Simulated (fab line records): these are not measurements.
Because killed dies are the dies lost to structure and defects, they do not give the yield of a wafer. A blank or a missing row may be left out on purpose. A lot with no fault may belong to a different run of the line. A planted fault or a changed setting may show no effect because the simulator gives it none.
fab line records ; flow n5Finfet
record lots=7; wafers=39
route steps=1938 shown DUMMY_GATE@228 SD_EPI_P@321 HKMG_FIN@395 MOL_CONTACT_COAG@532 BEOL_M4@1111
startH: hours from the record's opening day to when the first of the lot's shown wafers began ; waitH: time in hours since the lot's previous step ; " same as the row above ; L1.1+2: a row that stands for several wafers ; - either no value or no given start ; * or withheld: withheld ; < > ~ a bound
route shown NAME@n: NAME is a module with steps in the file, n the number in the route of the first one ; usual: the fault-free wafers' mean and standard deviation ; same: alike in all rows ; chamber/n: place in a boat ; sites: each site's reading ; _std_site: the values' standard deviation ; _edge_site: inner sites' mean taken away from outer sites' mean ; radiusMm: how far each site lies from the wafer's centre ; mask NAME#n: copy n ; behind: the tool/chamber that last shaped the wafer ; hold: reason for holding the lot/hours on hold/outcome of the hold ; device: the transistor (n, p or np) that didn't switch ; end of line: at the end of the route, the tests of the same wafers ; a step without rows: its recipe alone ; killed: at the first sort, the dies lost to defects and structure; wafer yield is something else ; map: dies across one wafer; x = killed, . = not, _ = none there
set.NAME: the setting that was run; set.NAME@STEP: the one run at that earlier step ; model.NAME: the simulator's own value behind a step, which no gauge read
lots where settings were altered on purpose, with a table for each step and a row for each wafer
## steps
# step N5_DUMMY_GATE_EXPOSE_12
# recipe maskId=GATE; na=0.33; sourceShape=annular; sigmaInner=0.2; sigmaOuter=0.6; polarization=unpolarized; targetCdNm=25; doseMj=34
# step N5_DUMMY_GATE_ETCH_31
# recipe chemistry=C4F6/O2; target=SiO2; maskMaterial=SOC; targetDepthA=825; timeS=27.5; ionEnergyEv=250; pressureMtorr=30; sourceW=345; biasW=185; Ar_flow_sccm=300; C4F6_flow_sccm=10; O2_flow_sccm=10
# step N5_DUMMY_GATE_ETCH_44
# recipe chemistry=HBr/O2; overEtchFrac=0.7; targetDepthA=1275; stopOn=SiO2; ionEnergyEv=60; biasW=20; target=poly-Si; maskMaterial=SiO2; pressureMtorr=20; icpW=400; HBr_flow_sccm=120; O2_flow_sccm=10
# step N5_DUMMY_GATE_ETCH_42
# recipe chemistry=CHF3/O2; target=SiO2; targetDepthA=35; timeS=31; ionEnergyEv=30; biasW=12; pressureMtorr=30; sourceW=600; Ar_flow_sccm=200; CHF3_flow_sccm=50; O2_flow_sccm=5
# step N5_SD_EPI_P_EPI_21
# recipe material=SiGe:B; dopant=B; tempC=550; pressureTorr=20; ambient=H2; timeS=355
# step N5_HKMG_FIN_EXPOSE_46
# recipe maskId=NDIPOLE; na=1.35; sourceShape=conventional; sigmaOuter=0.8; polarization=unpolarized; doseMj=40
# step N5_MOL_CONTACT_COAG_ETCH_106
# recipe chemistry=N2/H2; target=SOC; targetDepthA=800; overetchA=160; maskMaterial=SiARC; tempC=40; timeS=120; ionEnergyEv=200; pressureMtorr=30; sourceW=840; biasW=150; n2FlowSccm=200; h2FlowSccm=200
# step N5_BEOL_M4_RC_MEAS_101
# usual DIBL_N=36.2/1.4; DIBL_P=36.1/1.5; IOFF_P=0.215/0.03; IOFF_P_85C=3.7/0.41; RS_SD_P=65.9/1.1
lot.wafer;tool;chamber;startH;waitH;set.doseMj@DUMMY_GATE_EXPOSE_12;set.targetDepthA@DUMMY_GATE_ETCH_31;set.targetDepthA@DUMMY_GATE_ETCH_44;set.biasW@DUMMY_GATE_ETCH_42;set.epiGrowthTimeS@SD_EPI_P_EPI_21;set.doseMj@HKMG_FIN_EXPOSE_46;set.sourceW@MOL_CONTACT_COAG_ETCH_106;DIBL_N[mV/V];DIBL_P[mV/V];IOFF_P[nA/um];IOFF_P_85C[nA/um];RS_SD_P[ohm/sq]
L074.1;prober-01;0;169.59;0.0;31.53;911;1275;12;355;40;922.7;33.0;32.6;0.172;3.0;65.5
L074.2;prober-01;0;169.59;0.0;34;825;1154;12;341.8;40;922.7;37.8;38.5;0.253;4.1;67.5
L074.3;prober-01;0;169.59;0.0;31.53;911;1154;12;355;40;922.7;32.1;31.2;0.152;2.8;65.6
L074.4;prober-01;0;169.59;0.0;31.53;825;1275;12;341.8;40;840;33.1;32.6;0.168;2.9;67.9
L074.5;prober-01;0;169.59;0.0;34;825;1154;12;355;40;840;37.5;38.1;0.258;4.2;65.1
L074.6;prober-01;0;169.59;0.0;34;911;1275;12;341.8;40;840;37.5;37.7;0.243;3.9;67.5
L077.1;prober-01;0;179.12;0.0;35.44;766;1275;12;355;42.56;744.1;39.7;38.9;0.264;4.4;64.6
L077.2;prober-01;0;179.12;0.0;34;825;1225;12;331.8;40;840;37.1;35.0;0.189;3.3;68.3
L077.3;prober-01;0;179.12;0.0;35.44;766;1225;13.82;331.8;42.56;744.1;38.8;38.1;0.239;4.0;67.6
L077.4;prober-01;0;179.12;0.0;35.44;825;1275;13.82;355;42.56;840;40.5;39.9;0.289;4.7;65.9
L077.5;prober-01;0;179.12;0.0;34;766;1275;12;331.8;40;840;36.5;35.4;0.200;3.5;68.4
L077.6;prober-01;0;179.12;0.0;34;825;1225;13.82;355;40;744.1;38.5;37.0;0.236;3.9;64.6
L082.1;prober-02;0;219.67;0.0;36.55;825;1317;12;355;40;840;39.0;41.3;0.258;4.4;66.4
L082.2;prober-02;0;219.67;0.0;36.55;825;1317;12;355;40;742.2;39.9;41.5;0.271;4.6;65.0
L082.3;prober-02;0;219.67;0.0;34;825;1275;13.96;355;40;742.2;35.6;37.2;0.212;3.7;65.8
L082.4;prober-02;0;219.67;0.0;34;825;1317;13.96;355;40;742.2;36.1;37.6;0.212;3.7;64.8
L082.5;prober-02;0;219.67;0.0;36.55;825;1275;13.96;355;40;840;39.3;41.1;0.283;4.8;65.6
L082.6;prober-02;0;219.67;0.0;34;825;1275;12;355;40;840;36.1;37.8;0.216;3.8;65.4
L080.1;prober-01;0;221.33;0.0;34;825;1275;14.21;355;41.34;840;36.0;36.4;0.242;4.2;66.7
L080.2;prober-01;0;221.33;0.0;36.29;825;1275;14.21;331.2;40;929.2;38.0;39.3;0.290;4.8;69.6
L080.3;prober-01;0;221.33;0.0;34;825;1416;12;355;41.34;929.2;36.5;38.2;0.276;4.6;67.0
L080.4;prober-01;0;221.33;0.0;36.29;825;1416;14.21;331.2;41.34;929.2;40.9;43.1;0.377;6.0;68.9
L080.5;prober-01;0;221.33;0.0;36.29;825;1416;12;355;40;840;39.5;40.7;0.320;5.2;67.2
L080.6;prober-01;0;221.33;0.0;34;825;1275;12;331.2;40;840;35.8;37.2;0.243;4.1;69.2
L091.1;prober-01;0;265.57;0.0;34;825;1275;12;355;40;840;35.1;35.4;0.227;3.8;66.9
L091.3;prober-01;0;265.57;0.0;34;825;1275;12;355;40;840;36.7;36.7;0.257;4.2;65.8
L091.6;prober-01;0;265.57;0.0;34;825;1275;12;355;40;840;36.3;36.3;0.255;4.1;66.5
L090.1;prober-02;0;269.62;0.7;32.65;756.1;1275;12;318.9;38.03;987.8;32.3;30.9;0.129;2.5;70.5
L090.2;prober-02;0;269.62;0.7;34;756.1;1275;12;318.9;40;840;35.0;34.7;0.163;3.0;73.3
L090.3;prober-02;0;269.62;0.7;34;825;1275;12;355;38.03;840;34.3;33.4;0.160;3.0;67.2
L090.4;prober-02;0;269.62;0.7;32.65;756.1;1383;12;355;38.03;987.8;33.6;31.9;0.146;2.7;67.3
L090.5;prober-02;0;269.62;0.7;32.65;825;1383;12;318.9;40;840;33.4;32.3;0.137;2.6;71.9
L090.6;prober-02;0;269.62;0.7;34;825;1383;12;355;40;987.8;32.6;31.0;0.131;2.5;67.1
L094.1;prober-02;0;286.65;0.0;34.94;825;1275;12;355;40;757.9;36.4;36.8;0.206;3.5;64.1
L094.2;prober-02;0;286.65;0.0;34;745.6;1275;12;355;36.96;840;34.3;34.9;0.173;3.1;64.7
L094.3;prober-02;0;286.65;0.0;34;825;1275;11.31;382.9;36.96;840;35.4;35.5;0.192;3.4;60.9
L094.4;prober-02;0;286.65;0.0;34.94;745.6;1275;11.31;355;36.96;757.9;34.8;35.1;0.176;3.2;64.4
L094.5;prober-02;0;286.65;0.0;34;825;1275;11.31;382.9;40;757.9;34.2;34.3;0.181;3.2;61.2
L094.6;prober-02;0;286.65;0.0;34.94;745.6;1275;12;382.9;40;840;38.4;39.0;0.244;4.1;60.7
## key
split step=N5_DUMMY_GATE_EXPOSE_12; setting=doseMj; statedAs=34
response step=N5_BEOL_M4_RC_MEAS_101; reading=DIBL_N; slope=+0.505; per=1%; togetherWith=all; explained=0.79
response step=N5_BEOL_M4_RC_MEAS_101; reading=DIBL_P; slope=+0.583; per=1%; togetherWith=all; explained=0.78
response step=N5_BEOL_M4_RC_MEAS_101; reading=IOFF_P_85C; slope=+0.133; per=1%; togetherWith=all; explained=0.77
response step=N5_BEOL_M4_RC_MEAS_101; reading=IOFF_P; slope=+0.00936; per=1%; togetherWith=all; explained=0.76
split step=N5_DUMMY_GATE_ETCH_31; setting=targetDepthA; statedAs=825
response none clear
split step=N5_DUMMY_GATE_ETCH_44; setting=targetDepthA; statedAs=1275
response none clear
split step=N5_DUMMY_GATE_ETCH_42; setting=biasW; statedAs=12
response none clear
split step=N5_SD_EPI_P_EPI_21; setting=epiGrowthTimeS; statedAs=355
response step=N5_BEOL_M4_RC_MEAS_101; reading=RS_SD_P; slope=-0.449; per=1%; togetherWith=all; explained=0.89
split step=N5_HKMG_FIN_EXPOSE_46; setting=doseMj; statedAs=40
response none clear
split step=N5_MOL_CONTACT_COAG_ETCH_106; setting=sourceW; statedAs=840
response none clear
